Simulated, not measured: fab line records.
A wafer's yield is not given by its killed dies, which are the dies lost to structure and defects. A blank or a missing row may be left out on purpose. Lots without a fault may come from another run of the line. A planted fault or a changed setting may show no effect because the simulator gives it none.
One fault seen from 2 desks -- flow n5_finfet -- only its own numbers are on each desk; what lay behind them is given at the end

## THE TOOL OWNER'S DESK: pecvd-03
The tool's own readings at N5_GATE_CUT_HM_DEP_46 (deposits SiO2 from TEOS/O2, target thk 130 nm, time 26.6 s): means of the sampled wafers that have a number, for each lot that ran on this tool. If a lot's mean is further than 4 standard deviations from the usual mean, the lot is out of limits and carries the mark OUT (the distance appears in the brackets).
Columns: A = heater_power_w at N5_GATE_CUT_HM_DEP_46, usual 509 W; B = showerhead_plenum_p_Torr at N5_GATE_CUT_HM_DEP_46, usual 8.34 Torr; C = throttle_valve_pct at N5_GATE_CUT_HM_DEP_46, usual 19.0 %
lot,first seen here,A,B,C
L802,day 4 18:17,488,8.33,19.1
L806,day 5 15:59,493,8.34,19.0
L808,day 6 06:32,463,8.35,19.1
L817,day 8 10:14,461,8.33,18.9
This desk found nothing out of limits on any of the 4 lots.

## METROLOGY DESK
Lot by lot, what the gauges showed, no matter which tool ran the lot: averages of those sampled wafers that carry a number. If a lot's mean is further than 4 standard deviations from the usual mean, the lot is out of limits and carries the mark OUT (the distance appears in the brackets). Readings shown: 7 out of 12 (the first out of limits, and those lying furthest out on some lot).
Columns: A = GATE_CUT_OVL at N5_GATE_CUT_OVL_MEAS_14, usual 0.2 nm; B = GC_FILL_THK at N5_GATE_CUT_THK_MEAS_24, usual 219.3 nm; C = DIBL_P at N5_BEOL_M4_RC_MEAS_101, usual 36.7 mV/V; D = IOFF_N at N5_BEOL_M4_RC_MEAS_101, usual 0.16 nA/um; E = IOFF_P at N5_BEOL_M4_RC_MEAS_101, usual 0.22 nA/um; F = ION_N at N5_BEOL_M4_RC_MEAS_101, usual 672 uA/um; G = VT_P at N5_BEOL_M4_RC_MEAS_101, usual -250 mV
lot,first seen here,A,B,C,D,E,F,G
L802,day 4 18:47,0.1,220.2,36.7,0.18,0.22,676,-250
L806,day 5 16:29,-0.3,221.7,36.5,0.14,0.21,655,-250
L808,day 6 07:05,0.3,219.0,37.4,0.16,0.20,674,-254
L810,day 6 17:17,1.0,221.9,37.4,0.16,0.22,673,-250
L817,day 8 10:44,0.9,193.9 (-12) OUT,39.1,0.19,0.27,665,-247
L820,day 9 05:09,0.9,218.9,38.1,0.19,0.25,677,-248
L823,day 10 00:12,0.5,218.8,37.6,0.20,0.27,685,-244
L824,day 10 04:44,-0.1,218.8,38.7,0.18,0.24,681,-249
Per this desk, out of limits: L817; the first was L817, day 8 13:26 (GC_FILL_THK at N5_GATE_CUT_THK_MEAS_24). L802, L806, L808, L810, L820, L823, L824 stayed within limits.

## PUT TOGETHER
On L817, the metrology desk was in a position to raise an alarm at day 8 13:26.
The desk of the tool owner found nothing out of limits.
Tool owner's desk: L817 on record, inside its limits.
On pecvd-03, each named lot ran N5_GATE_CUT_HM_DEP_46.

## WHAT HAD BEEN PUT IN BY THE SIMULATOR
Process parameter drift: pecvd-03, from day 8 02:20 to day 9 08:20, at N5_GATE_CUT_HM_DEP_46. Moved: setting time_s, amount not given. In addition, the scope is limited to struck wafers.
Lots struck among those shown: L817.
Per desk, hours elapsed from the start of the fault to the first reading out of limits: for the metrology desk, 11.
